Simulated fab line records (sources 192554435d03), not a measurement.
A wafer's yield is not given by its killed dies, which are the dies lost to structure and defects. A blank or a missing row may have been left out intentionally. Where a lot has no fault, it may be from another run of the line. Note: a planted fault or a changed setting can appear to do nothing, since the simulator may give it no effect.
fab line records	flow n5-finfet
record lots=10	wafers=30	last-day=17
route steps=1938 shown MIM_TOP@1836 MIM_TOP_ETCH@1851 TV_LITHO@1881
lots that met no fault: taken from a fault-free run of the same line
start-h: the number of hours between the record's first day and the start of the first shown wafer of the lot	wait-h: how many hours have passed since the lot's step before this one	" repeats the value in the row above	L1.1+2: a single row standing in for several wafers	- either no value or no given start	* or withheld: withheld	< > ~ a bound
route shown NAME@n: NAME is a module with steps in the file, n the number in the route of the first one	usual: mean and standard deviation over wafers with no fault	same: alike in all rows	chamber/n: place in a boat	sites: each site's reading	_std_site: how widely they spread, as a standard deviation	_edge_site: outer sites' mean less inner sites'	radius-mm: how far each site lies from the wafer's centre	mask NAME#n: copy n	behind: the tool/chamber that last shaped the wafer	hold: what put the lot on hold/how long, in hours/how the hold closed	device: the transistor (n, p or np) that didn't switch	end of line: at the end of the route, the tests of the same wafers	step lacking rows: just its recipe	killed: count of dies lost to structure and defects at first sort (not the wafer's yield)	map: dies across one wafer; x = killed, . = not, _ = none there
set.NAME: the setting the step ran with; set.NAME@STEP: the setting that earlier step ran with	model.NAME: the simulator's own value behind a step, which no gauge read
a sample of lots followed through the steps of the route, with each step as a table and each wafer as a row
services: when a tool's chamber went out of use (start-h, in hours from the record's first day, below 0 if earlier), for how many hours, and the reason
## steps
# step N5_MIM_TOP_ALD_02
# recipe material=Al2O3	target-thk-a=*	temp-c=withheld	ald-precursor-family=TMA	ald-co-reactant=O3	pulse-time-s=withheld	purge-time-s=3	co-reactant-purge-time-s=withheld	co-reactant-pulse-time-s=3	ald-cycles=withheld
# usual precursor-pulse-height-rel=0.998/0.019
lot.wafer	tool	chamber	start-h	wait-h	precursor-pulse-height-rel
L847.2	ald-hk-01	3	-	-	0.968
L847.3	"	1	"	"	1.036
L847.4	"	2	"	"	1.009
L848.1	ald-hk-03	1	-	-	0.981
L848.2	"	2	"	"	0.999
L848.5	"	0	"	"	1.007
L849.2	ald-hk-03	1	-	-	0.994
L849.4	"	2	"	"	0.986
L849.5	"	0	"	"	0.990
L857.1	ald-hk-01	3	-	-	1.004
L857.3	"	1	"	"	0.995
L857.6	"	2	"	"	1.004
L854.1	ald-hk-01	3	-	-	1.018
L854.2	"	2	"	"	0.983
L854.3	"	1	"	"	0.994
L861.2	ald-hk-03	1	-	-	1.011
L861.3	"	3	"	"	1.021
L861.5	"	0	"	"	0.984
L862.1	ald-hk-02	3	-	-	0.987
L862.2	"	1	"	"	1.008
L862.4	"	0	"	"	1.003
L868.1	ald-hk-02	1	-	-	0.986
L868.2	"	2	"	"	0.990
L868.3	"	3	"	"	0.995
L866.1	ald-hk-01	1	-	-	0.995
L866.4	"	3	"	"	0.956
L866.6	"	3	"	"	1.007
L870.1	ald-hk-01	3	-	-	1.040
L870.3	"	2	"	"	1.047
L870.6	"	3	"	"	1.019
# step N5_MIM_TOP_ETCH_ETCH_00
# recipe chemistry=Cl2/BCl3	target=TiN	target-depth-a=385	ion-energy-ev=150	pressure-mtorr=10	icp-w=1000	bias-w=126	Cl2_flow_sccm=53.25	bcl3-flow-sccm=21.75	Ar_flow_sccm=25
# usual drypump-motor-current-A=5.8/0.43	mfc-cl2-sccm=53.28/0.15	oes-product-au=0.72/0.065	throttle-valve-pct=22.57/0.17
lot.wafer	tool	chamber	start-h	wait-h	drypump-motor-current-A	mfc-cl2-sccm	oes-product-au	rf-hours-counter-h	throttle-valve-pct
L847.2	rie-metal-03	0	260.11	0.1	5.4	53.27	0.72	68	22.74
L847.3	"	1	"	"	5.7	53.44	0.70	-	22.69
L847.4	"	0	"	"	5.4	53.30	0.72	-	22.76
L848.1	rie-metal-01	1	273.05	0.1	6.6	53.30	0.75	45	22.28
L848.2	"	0	"	"	6.0	53.25	0.67	94	22.50
L848.5	"	0	"	"	6.0	53.49	0.67	-	22.53
L849.2	rie-metal-01	1	275.01	0.1	6.6	53.49	0.75	45	22.29
L849.4	"	1	"	"	6.6	53.33	0.75	-	22.27
L849.5	"	0	"	"	6.0	53.45	0.68	-	22.52
L857.1	rie-metal-02	1	301.69	0.1	6.0	53.33	0.72	70	22.55
L857.3	"	0	"	"	5.2	53.40	0.87	-	22.44
L857.6	"	0	"	"	5.2	53.08	0.87	-	22.44
L854.1	rie-metal-03	1	302.28	0.1	5.8	53.23	0.69	76	22.69
L854.2	"	0	"	"	5.4	53.32	0.71	71	22.76
L854.3	"	1	"	"	5.8	53.15	0.69	-	22.68
L861.2	rie-metal-03	1	344.49	0.1	5.8	53.17	0.68	81	22.70
L861.3	"	1	"	"	5.8	52.96	0.68	-	22.69
L861.5	"	1	"	"	5.8	52.98	0.69	-	22.71
L862.1	rie-metal-01	1	349.95	0.1	6.6	53.16	0.74	51	22.28
L862.2	"	0	"	"	6.0	53.42	0.66	101	22.55
L862.4	"	0	"	"	6.0	53.43	0.66	-	22.53
L868.1	rie-metal-01	1	369.32	0.1	6.5	53.47	0.73	53	22.30
L868.2	"	0	"	"	6.0	53.42	0.65	103	22.55
L868.3	"	0	"	"	6.0	53.40	0.65	-	22.53
L866.1	rie-metal-02	1	373.58	0.1	6.0	53.32	0.71	77	22.59
L866.4	"	0	"	"	5.2	53.43	0.85	-	22.46
L866.6	"	0	"	"	5.3	53.40	0.85	-	22.45
L870.1	rie-metal-03	0	399.97	0.1	5.3	53.59	0.69	83	22.76
L870.3	"	0	"	"	5.3	53.37	0.68	-	22.77
L870.6	"	0	"	"	5.3	53.38	0.68	-	22.78
# step N5_MIM_TOP_ETCH_STRIP_01
# recipe chemistry=O2	power-w=600	temp-c=60	pressure-mtorr=30	rf-frequency-hz=6e+07	bias-power-w=0	overash-fraction=0.5	o2-flow-sccm=225
# usual drypump-motor-current-A=5.7/0.46	oes-product-au=0.78/0.074	rf-vpp-V=3.7/1.4	showerhead-plenum-p-Torr=2.09/0.078	throttle-valve-pct=16.68/0.21
# same bias-power-w=0
lot.wafer	tool	chamber	start-h	wait-h	drypump-motor-current-A	oes-product-au	rf-hours-counter-h	rf-vpp-V	showerhead-plenum-p-Torr	throttle-valve-pct
L847.2	rie-diel-04	3	260.27	0.1	6.0	0.72	181	4.1	1.99	16.68
L847.3	"	0	"	"	6.2	0.71	199	3.2	2.09	16.66
L847.4	"	1	"	"	5.5	0.83	75	3.7	2.03	16.97
L848.1	rie-diel-04	3	273.19	0.1	6.0	0.72	184	5.3	1.99	16.72
L848.2	"	1	"	"	5.5	0.81	77	4.7	2.03	16.92
L848.5	"	1	"	"	5.4	0.81	-	5.0	2.03	16.92
L849.2	rie-diel-05	1	275.15	0.1	5.3	0.84	86	5.4	2.21	16.53
L849.4	"	2	"	"	5.4	0.82	101	2.3	2.21	16.58
L849.5	"	0	"	"	6.4	0.82	-	4.3	2.04	16.95
L857.1	rie-diel-05	1	301.84	0.1	5.3	0.83	95	3.9	2.20	16.53
L857.3	"	3	"	"	5.3	0.94	10	3.1	2.06	16.25
L857.6	"	3	"	"	5.3	0.93	-	6.8	2.06	16.20
L854.1	rie-diel-03	1	302.49	0.2	6.0	0.71	228	5.1	1.99	16.76
L854.2	"	2	"	"	6.2	0.81	107	3.6	2.11	16.50
L854.3	"	3	"	"	6.1	0.86	54	2.9	2.22	16.76
L861.2	rie-diel-05	0	344.86	0.3	6.4	0.79	110	5.3	2.03	16.96
L861.3	"	3	"	"	5.3	0.90	30	2.8	2.05	16.30
L861.5	"	0	"	"	6.3	0.77	-	2.5	2.03	16.96
L862.1	rie-diel-03	0	350.09	0.1	5.4	0.72	208	4.8	2.07	16.91
L862.2	"	3	"	"	6.1	0.84	77	2.5	2.21	16.78
L862.4	"	2	"	"	6.2	0.80	123	3.8	2.10	16.54
L868.1	rie-diel-04	2	369.46	0.1	4.8	0.70	221	3.9	2.16	16.55
L868.2	"	1	"	"	5.3	0.82	95	3.2	2.02	16.96
L868.3	"	3	"	"	6.0	0.70	201	3.0	1.99	16.67
L866.1	rie-diel-05	2	373.76	0.1	5.4	0.79	137	4.2	2.19	16.67
L866.4	"	0	"	"	6.3	0.79	119	4.1	2.02	17.00
L866.6	"	1	"	"	5.3	0.79	-	3.5	2.19	16.57
L870.1	rie-diel-05	2	400.23	0.2	5.5	0.78	146	4.1	2.19	16.75
L870.3	"	1	"	"	5.3	0.77	132	2.6	2.19	16.57
L870.6	"	3	"	"	5.4	0.87	-	1.5	2.04	16.30
# step N5_PASSIVATION_DEVELOP_09
# recipe develop-time-s=60	rinse-liquid=diw	dry=air-spin	dev-temp-c=21
lot.wafer	tool	chamber	start-h	wait-h
L847.2+3+4	litho-track-01	0	262.14	-
L848.1+2+5	litho-track-01	0	276.81	-
L849.2+4+5	litho-track-05	0	276.85	-
L857.1+3+6	litho-track-01	0	303.77	-
L854.1+2+3	litho-track-04	0	306.31	-
L861.2+3+5	litho-track-04	0	347.69	-
L862.1+2+4	litho-track-04	0	354.53	-
L868.1+2+3	litho-track-05	0	372.39	-
L866.1+4+6	litho-track-05	0	375.56	-
L870.1+3+6	litho-track-05	0	404.67	-
# step N5_PASSIVATION_CD_MEAS_10
# recipe target-cd-nm=3000	landing-energy-ev=500	detector=se-inlens
# usual cd-nm=2999.8/1.9
lot.wafer	tool	chamber	start-h	wait-h	cd-nm
L847.2	cd-sem-01	0	262.25	-	3000.3
L847.3	"	0	"	"	2998.8
L847.4	"	0	"	"	3000.1
L848.1	cd-sem-01	0	276.93	-	2998.8
L848.2	"	0	"	"	3002.1
L848.5	"	0	"	"	3002.1
L849.2	cd-sem-03	0	276.96	-	3000.3
L849.4	"	0	"	"	2999.5
L849.5	"	0	"	"	2998.5
L857.1	cd-sem-01	0	303.88	-	2995.1
L857.3	"	0	"	"	2994.6
L857.6	"	0	"	"	2992.7
L854.1	cd-sem-03	0	306.43	-	2999.9
L854.2	"	0	"	"	2999.1
L854.3	"	0	"	"	2996.5
L861.2	cd-sem-02	0	347.81	-	3001.8
L861.3	"	0	"	"	2999.2
L861.5	"	0	"	"	2999.7
L862.1	cd-sem-03	0	354.65	-	2997.1
L862.2	"	0	"	"	3001.0
L862.4	"	0	"	"	3000.7
L868.1	cd-sem-02	0	372.50	-	3001.3
L868.2	"	0	"	"	3001.9
L868.3	"	0	"	"	3000.8
L866.1	cd-sem-01	0	375.67	-	2997.7
L866.4	"	0	"	"	2999.9
L866.6	"	0	"	"	2998.6
L870.1	cd-sem-02	0	404.78	-	2998.8
L870.3	"	0	"	"	2999.3
L870.6	"	0	"	"	3000.1
## services
tool	chamber	start-h	hours	kind
rie-diel-05	3	242.10	-	clean
rie-diel-05	3	242.10	-	consumable-replace:focus-ring
rie-diel-05	3	242.10	27.1	scheduled-down
rie-diel-05	3	242.10	27.1	vent-cycle
rie-diel-05	1	245.40	1.7	repair
litho-track-01	-	261.24	-	consumable-replace:filter
rie-diel-04	2	270.32	2.7	repair
rie-metal-03	-	279.19	0.3	repair
ald-hk-02	-	285.52	1.2	pm
rie-diel-04	2	293.38	3.7	repair
rie-metal-01	-	311.80	2.8	pm
rie-diel-03	1	352.01	-	clean
rie-diel-03	1	352.01	-	consumable-replace:focus-ring
rie-diel-03	1	352.01	-	consumable-replace:showerhead
rie-diel-03	1	352.01	10.5	scheduled-down
rie-metal-03	-	361.15	1.4	pm
rie-diel-03	-	370.21	10.0	pm
rie-metal-01	0	372.12	-	clean
rie-metal-01	0	372.12	13.0	scheduled-down
rie-metal-01	0	372.12	13.0	vent-cycle
rie-metal-03	1	373.33	35.5	repair
rie-diel-04	2	373.47	3.8	repair
ald-hk-02	-	389.09	28.1	pm
rie-metal-03	-	401.92	15.6	pm
## key
first-sign step=N5_PASSIVATION_CD_MEAS_10	reading=cd-nm	direction=down	sigmas=3	usual=2999.8	struck=2994.1
effect none on later readings
met-at N5_PASSIVATION_DEVELOP_09
struck-lots L857
not-acting-at N5_MIM_TOP_ALD_02,N5_MIM_TOP_ETCH_ETCH_00,N5_MIM_TOP_ETCH_STRIP_01
onset-between 276.81 303.77
fault kind=process-parameter-drift	tool=litho-track-01	chamber=-	onset-h=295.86	steps=N5_PASSIVATION_DEVELOP_09	channel=develop-time-s	offset=*	shape=step	end-h=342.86	acts-in=*	stated=*
